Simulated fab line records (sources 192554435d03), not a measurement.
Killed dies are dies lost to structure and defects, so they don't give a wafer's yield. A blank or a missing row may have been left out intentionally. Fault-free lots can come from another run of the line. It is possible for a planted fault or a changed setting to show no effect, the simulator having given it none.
Split-lot study | flow n5Finfet | 21 wafers read from 7 lots, route of 1938 steps

## SPLIT DETAILS
At N5_GATE_CUT_COAT_27 (time 60 s, resist thk 10 nm), the setting spinRpm was moved away from the recipe's 1500 rpm on 8 of the 21 wafers read, by -3.7% to +9.7%. This setting was run at the recipe's value on the other wafers.

## FROM THE SPLIT TO THE READING: what the file shows between them, 4 steps
- N5_GATE_CUT_COAT_07: resist thk 30 nm
- N5_GATE_CUT_EBR_09
- N5_GATE_CUT_DESCUM_18: chemistry O2, time 7 s
- N5_GATE_CUT_ETCH_28: etches underlayer in N2/H2, target depth 13 nm, time 10.4 s

## THE READING
CAR-EUV_of_GATE_CUT_COAT_07.thkNm (the simulator's own value, which no gauge read), in nm, at N5_GATE_CUT_ETCH_36 (etches SiARC in CF4, target depth 13 nm, time 21.7 s). There is no usual value for it anywhere in the file. Here, 13 wafers ran the recipe; their average is 7.0 nm with a standard deviation of 0.11 nm.

wafer  | tool, chamber at the split | spinRpm as run, rpm | against the recipe | CAR-EUV_of_GATE_CUT_COAT_07.thkNm, nm | against lot-mates on the recipe
L080.4 | lithoTrack-04, 0           | 1500                | recipe             | 6.8                                   | -
L080.6 | lithoTrack-04, 0           | 1500                | recipe             | 6.8                                   | -
L080.5 | lithoTrack-04, 0           | 1500                | recipe             | 7                                     | -
L082.1 | lithoTrack-01, 0           | 1444                | -3.7%              | 6.8                                   | -0.2
L082.3 | lithoTrack-01, 0           | 1500                | recipe             | 7                                     | -
L082.4 | lithoTrack-01, 0           | 1500                | recipe             | 7                                     | -
L083.1 | lithoTrack-01, 0           | 1646                | +9.7%              | 7.4                                   | +0.4
L083.3 | lithoTrack-01, 0           | 1646                | +9.7%              | 7.4                                   | +0.4
L083.4 | lithoTrack-01, 0           | 1500                | recipe             | 7                                     | -
L085.1 | lithoTrack-01, 0           | 1620                | +8.0%              | 7.4                                   | +0.3
L085.2 | lithoTrack-01, 0           | 1500                | recipe             | 7.2                                   | -
L085.3 | lithoTrack-01, 0           | 1500                | recipe             | 7                                     | -
L087.3 | lithoTrack-04, 0           | 1500                | recipe             | 7                                     | -
L087.4 | lithoTrack-04, 0           | 1643                | +9.5%              | 7.4                                   | +0.5
L087.6 | lithoTrack-04, 0           | 1500                | recipe             | 6.8                                   | -
L092.1 | lithoTrack-05, 0           | 1577                | +5.1%              | 7.2                                   | +0.2
L092.4 | lithoTrack-05, 0           | 1577                | +5.1%              | 7.4                                   | +0.4
L092.5 | lithoTrack-05, 0           | 1500                | recipe             | 7                                     | -
L093.1 | lithoTrack-05, 0           | 1500                | recipe             | 7                                     | -
L093.4 | lithoTrack-05, 0           | 1500                | recipe             | 7                                     | -
L093.6 | lithoTrack-05, 0           | 1621                | +8.1%              | 7.4                                   | +0.4

FIT RESULTS
A straight line over all 21 wafers: CAR-EUV_of_GATE_CUT_COAT_07.thkNm changes by +0.0485 nm for each +1% of spinRpm; r = +0.90; the points scatter about the line by 0.099 nm.
The same after taking each lot's own level away (the mean of its wafers on the recipe; 21 wafers): +0.0461 nm for each +1%; r = +0.93; scatter 0.076 nm.
On that fit, the largest move of spinRpm shifts the reading by 0.45 nm.
From 6.87 to 7.10 nm: that is the span of the lots' own levels, equal to 2.2 times the standard deviation above.
The two slopes agree, so the slope changes little with the lot-to-lot level.
Check: with one of the wafers moved furthest among these (+9.7%) left out of the fit, the line predicts +0.462 nm for it against its lot-mates. Against them it came out at +0.4 nm.

## THE WHOLE CHAIN: every reading that the file lists as answering this split, in the file's order
step                | what it does                                                | reading                                                                               | change (the file's fit)                | r (the file's)
N5_GATE_CUT_COAT_27 | time 60 s, resist thk 10 nm                                 | underlayer_of_GATE_CUT_COAT_27.thkNm (the simulator's own value, which no gauge read) | -0.0448 nm for each +1% of the setting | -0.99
N5_GATE_CUT_ETCH_28 | etches underlayer in N2/H2, target depth 13 nm, time 10.4 s | etch.depthNm (the simulator's own value, which no gauge read)                         | -0.0448 nm for each +1% of the setting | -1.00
N5_GATE_CUT_ETCH_28 | etches underlayer in N2/H2, target depth 13 nm, time 10.4 s | CAR-EUV_of_GATE_CUT_COAT_07.thkNm (the simulator's own value, which no gauge read)    | +0.0494 nm for each +1% of the setting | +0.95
N5_GATE_CUT_ETCH_36 | etches SiARC in CF4, target depth 13 nm, time 21.7 s        | CAR-EUV_of_GATE_CUT_COAT_07.thkNm (the simulator's own value, which no gauge read)    | +0.0467 nm for each +1% of the setting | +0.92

## THE FILE'S OWN FIT
CAR-EUV_of_GATE_CUT_COAT_07.thkNm changes by +0.0467 nm for each +1% of spinRpm, r = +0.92.
